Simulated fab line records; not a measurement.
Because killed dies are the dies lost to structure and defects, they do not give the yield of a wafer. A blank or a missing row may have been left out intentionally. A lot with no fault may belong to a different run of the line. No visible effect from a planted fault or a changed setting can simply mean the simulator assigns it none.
Check for tools in common + flow n5-finfet + 9 lots, 27 wafers sampled

## WHY IT WAS OPENED
3 of 9 lots carry a flag on the reading M3_THK at N5_BEOL_M3_THK_MEAS_53. Fault-free wafers read 38.9 nm, with a standard deviation of 1.6.
Rule: flag the lot when none of its wafers has a number, or when each of its wafers that has one lies beyond 4 standard deviations from that mean. The rest of the lots are taken to be sound.

| lot  | measured     | on            | M3_THK (nm), wafer by wafer | flag    |
|------|--------------|---------------|-----------------------------|---------|
| L491 | day 8 17:56  | film-metro-01 | 38.7 41.4 40.6              |         |
| L495 | day 9 18:30  | film-metro-02 | 38.9 40.3 39.8              |         |
| L497 | day 10 01:10 | film-metro-01 | 299.8 294.4 298.6           | FLAGGED |
| L498 | day 10 05:09 | film-metro-02 | 303.5 305.5 301.5           | FLAGGED |
| L499 | day 10 18:43 | film-metro-01 | 292.1 293.1 292.6           | FLAGGED |
| L502 | day 11 14:08 | film-metro-02 | 39.7 40.0 39.4              |         |
| L503 | day 11 14:51 | film-metro-02 | 38.3 40.8 39.8              |         |
| L506 | day 12 01:41 | film-metro-01 | 38.1 36.8 37.2              |         |
| L505 | day 13 14:09 | film-metro-02 | 38.8 36.7 37.8              |         |
Flagged lots average 297.9 nm: +259.0 nm relative to the usual, that is +99 or more standard deviations.

## TOOL THAT RAN EACH LOT
The record holds 4 process steps before the reading, out of a route of 1938 steps. Each cell gives the tool, then ch followed by the chambers the sampled wafers passed through, then the start.
| lot  | flag    | N5_BEOL_M3_ANNEAL_89         | N5_BEOL_M3_ANNEAL_93         | N5_BEOL_M3_SPUTTER_94        | N5_BEOL_M3_CMP_52             |
|------|---------|------------------------------|------------------------------|------------------------------|-------------------------------|
| L491 |         | pvd-sputter-02, day 8 16:13  | pvd-sputter-02, day 8 16:40  | pvd-sputter-02, day 8 16:48  | cmp-02 ch 0,2,3, day 8 17:45  |
| L495 |         | pvd-sputter-01, day 9 16:55  | pvd-sputter-01, day 9 17:21  | pvd-sputter-01, day 9 17:29  | cmp-03 ch 1,2, day 9 18:13    |
| L497 | FLAGGED | pvd-sputter-03, day 9 23:35  | pvd-sputter-03, day 10 00:01 | pvd-sputter-03, day 10 00:10 | cmp-02 ch 0,2, day 10 00:52   |
| L498 | FLAGGED | pvd-sputter-01, day 10 03:25 | pvd-sputter-01, day 10 03:51 | pvd-sputter-01, day 10 03:59 | cmp-02 ch 1,2,3, day 10 04:52 |
| L499 | FLAGGED | pvd-sputter-01, day 10 17:08 | pvd-sputter-01, day 10 17:34 | pvd-sputter-01, day 10 17:43 | cmp-02 ch 0,2,3, day 10 18:25 |
| L502 |         | pvd-sputter-03, day 11 12:32 | pvd-sputter-03, day 11 12:59 | pvd-sputter-03, day 11 13:07 | cmp-02 ch 0,2,3, day 11 13:52 |
| L503 |         | pvd-sputter-02, day 11 12:59 | pvd-sputter-02, day 11 13:25 | pvd-sputter-02, day 11 13:34 | cmp-02 ch 2,3, day 11 14:36   |
| L506 |         | pvd-sputter-03, day 11 23:53 | pvd-sputter-03, day 12 00:19 | pvd-sputter-03, day 12 00:28 | cmp-01 ch 0,1,3, day 12 01:28 |
| L505 |         | pvd-sputter-02, day 13 12:34 | pvd-sputter-02, day 13 13:00 | pvd-sputter-02, day 13 13:08 | cmp-01 ch 0,1,2, day 13 13:56 |
These steps, and what they do:
- N5_BEOL_M3_ANNEAL_89: time 240 s.
- N5_BEOL_M3_ANNEAL_93: time 240 s.
- N5_BEOL_M3_SPUTTER_94: material Cu, target thk 4.5 nm, time 8.29 s.
- N5_BEOL_M3_CMP_52: polishes, stops on SiOC, t overpolish 6.8 s, target thk 40 nm.
- N5_BEOL_M3_THK_MEAS_53: measures by xrf.

## FLAGGED OVER TOTAL, TOOL BY TOOL (the gauges that took the reading come last)
| step                   | tool           | lots run | flagged | share of the flagged lots | sound lots run after its first flagged lot |
|------------------------|----------------|----------|---------|---------------------------|--------------------------------------------|
| N5_BEOL_M3_ANNEAL_89   | pvd-sputter-01 | 3        | 2       | some                      | 0                                          |
| N5_BEOL_M3_ANNEAL_89   | pvd-sputter-02 | 3        | 0       | none                      | -                                          |
| N5_BEOL_M3_ANNEAL_89   | pvd-sputter-03 | 3        | 1       | some                      | 2 (L502,L506)                              |
| N5_BEOL_M3_ANNEAL_93   | pvd-sputter-01 | 3        | 2       | some                      | 0                                          |
| N5_BEOL_M3_ANNEAL_93   | pvd-sputter-02 | 3        | 0       | none                      | -                                          |
| N5_BEOL_M3_ANNEAL_93   | pvd-sputter-03 | 3        | 1       | some                      | 2 (L502,L506)                              |
| N5_BEOL_M3_SPUTTER_94  | pvd-sputter-01 | 3        | 2       | some                      | 0                                          |
| N5_BEOL_M3_SPUTTER_94  | pvd-sputter-02 | 3        | 0       | none                      | -                                          |
| N5_BEOL_M3_SPUTTER_94  | pvd-sputter-03 | 3        | 1       | some                      | 2 (L502,L506)                              |
| N5_BEOL_M3_CMP_52      | cmp-01         | 2        | 0       | none                      | -                                          |
| N5_BEOL_M3_CMP_52      | cmp-02         | 6        | 3       | all                       | 2 (L502,L503)                              |
| N5_BEOL_M3_CMP_52      | cmp-03         | 1        | 0       | none                      | -                                          |
| N5_BEOL_M3_THK_MEAS_53 | film-metro-01  | 4        | 2       | some                      | 1 (L506)                                   |
| N5_BEOL_M3_THK_MEAS_53 | film-metro-02  | 5        | 1       | some                      | 3 (L502,L503,L505)                         |

## WHAT THE TABLE ALLOWS
Rows of the table that ran each flagged lot: 1, that is cmp-02 at N5_BEOL_M3_CMP_52.
- cmp-02 at N5_BEOL_M3_CMP_52: 3 of its 6 lots flagged. Sound lots ran on it after the first flagged one (L502, L503), which a lasting fault on the whole tool wouldn't allow. On the flagged lots its readings are blank where sound lots have values: barrier-field-endpoint-s, clearing-platen-down-force-psi, motor-current-A, overpolish-run-s and 1 more.
Not one row of the table ran every flagged lot while running no sound lot after the first.

## WHAT THE SIMULATOR HAD INSERTED
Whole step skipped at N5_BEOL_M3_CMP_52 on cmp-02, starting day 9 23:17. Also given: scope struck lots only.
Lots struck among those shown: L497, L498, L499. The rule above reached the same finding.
